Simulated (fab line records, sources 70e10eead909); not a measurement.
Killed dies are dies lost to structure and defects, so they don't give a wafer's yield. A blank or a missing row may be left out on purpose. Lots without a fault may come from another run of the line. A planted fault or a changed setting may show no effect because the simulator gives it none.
A struck lot beside a sound one | flow nand_harc | 15 steps out of a route of 1302
Sound: wafers L596.1, L596.2, L596.6. Struck: wafer L604.6. (L604.4 of the same lot was not struck and is left out.) The cause comes at the end.
At each step with rows: each side's tool, then ch and its chambers, then its first start. Under that, the readings that differ: sound wafers | struck wafers | difference of the means | sigmas: that difference in standard deviations of wafers without a fault.
alike: readings whose means differ by less than 2 such deviations, and words and numbers that are the same on both sides. not compared: withheld readings, readings that some wafer has no value for, bounds like >300 that may hide the same value, and numbers for which the record gives no deviation and whose values overlap.
The two part at a step that has a row with sigmas, a row that says differs or no value, or rows on one side only. Numbers that don't overlap but have no deviation are shown without sigmas and don't part them. A reading that every wafer of one side lacks parts them only if that side has two wafers or more.

first, 6 steps without rows for these wafers: NHARC_A_CONTACT_COAT_36 (resist thk 90 nm); NHARC_A_CONTACT_SOFTBAKE_37 (time 55 s); NHARC_A_CONTACT_EBR_38; NHARC_A_CONTACT_EXPOSE_39 (exposes mask A CC 3); NHARC_A_CONTACT_PEB_40 (peb time 65 s); NHARC_A_CONTACT_DEVELOP_41 (develop time 35 s).
NHARC_A_CONTACT_CD_MEAS_42: target cd 300 nm.
  sound on cd_sem-01 ch 0, day 21 18:40; struck on cd_sem-02 ch 0, day 24 21:31
  reading    | sound             | struck | difference | sigmas
  cd_nm (nm) | 300.3 300.7 300.0 | 298.8  | -1.5       | -2
NHARC_A_CONTACT_OVL_MEAS_43:
  sound on overlay-02, day 21 18:45; struck on overlay-02, day 24 21:36
  reading           | sound          | struck | difference | sigmas
  overlay_y_nm (nm) | -1.6 -2.2 -1.4 | 0.8    | +2.5       | +3
  alike: overlay_x_nm
NHARC_A_CONTACT_INSPECT_44:
  sound on defect_inspect-01, day 21 18:47; struck on defect_inspect-02, day 24 21:38
  alike: raw_defect_count
NHARC_A_CONTACT_DESCUM_47: chemistry O2, time 3 s.
  sound on rie_diel-05 ch 1,2, day 21 18:51; struck on rie_diel-05 ch 1, day 24 21:41
  alike: drypump_motor_current_A, oes_product_au, rf_vpp_V, showerhead_plenum_p_Torr, throttle_valve_pct
  not compared: rf_hours_counter_h
NHARC_A_CONTACT_ETCH_48: etches the open film in CF4, target depth 39 nm, time 65 s.
  sound on rie_diel-05 ch 0,3, day 21 18:56; struck on rie_diel-05 ch 1, day 24 21:47
  alike: drypump_motor_current_A, oes_product_au, rf_vpp_V, run_length_s, showerhead_plenum_p_Torr, throttle_valve_pct
  not compared: rf_hours_counter_h
NHARC_A_CONTACT_ETCH_49: etches the open film in N2/H2, target depth 260 nm, time 475.3 s.
  sound on rie_diel-05 ch 1,2,3; struck on rie_diel-05 ch 0
  alike: drypump_motor_current_A, oes_product_au, rf_vpp_V, run_length_s, showerhead_plenum_p_Torr, throttle_valve_pct
  not compared: rf_hours_counter_h
NHARC_A_CONTACT_ETCH_50: etches the open film in CF4/CHF3, target depth 121 nm, time 60.5 s.
  sound on rie_diel-05 ch 0,2, day 21 19:22; struck on rie_diel-05 ch 2, day 24 22:15
  reading               | sound             | struck | difference | sigmas
  oes_product_au (a.u.) | 0.979 0.976 0.970 | 0.927  | -0.048     | -2
  run_length_s (s)      | 81.5 81.6 81.7    | 70.6   | -11.0      | -21
  alike: drypump_motor_current_A, rf_vpp_V, showerhead_plenum_p_Torr, throttle_valve_pct
  not compared: rf_hours_counter_h
NHARC_A_CONTACT_ETCH_51: etches the open film in O2/COS, target depth 7000 nm, time 1820 s.
  sound on rie_diel-05 ch 0,1,2; struck on rie_diel-05 ch 0
  alike: drypump_motor_current_A, oes_product_au, rf_vpp_V, run_length_s, showerhead_plenum_p_Torr, throttle_valve_pct
  not compared: rf_hours_counter_h
-- the record jumps here: 3 days lie between the struck wafers' starts before and after (it left off in module A_CONTACT and takes up again in module END, whose first step shown is number 1302 of the route) --
NHARC_END_SORT_01:
  the record has rows for the struck wafers here (prober-01 ch 0, day 28 03:00) and none for the sound ones

WHERE THEY PART
First at NHARC_A_CONTACT_CD_MEAS_42; last, within this record, at NHARC_END_SORT_01.

WHY: what the simulator had put in
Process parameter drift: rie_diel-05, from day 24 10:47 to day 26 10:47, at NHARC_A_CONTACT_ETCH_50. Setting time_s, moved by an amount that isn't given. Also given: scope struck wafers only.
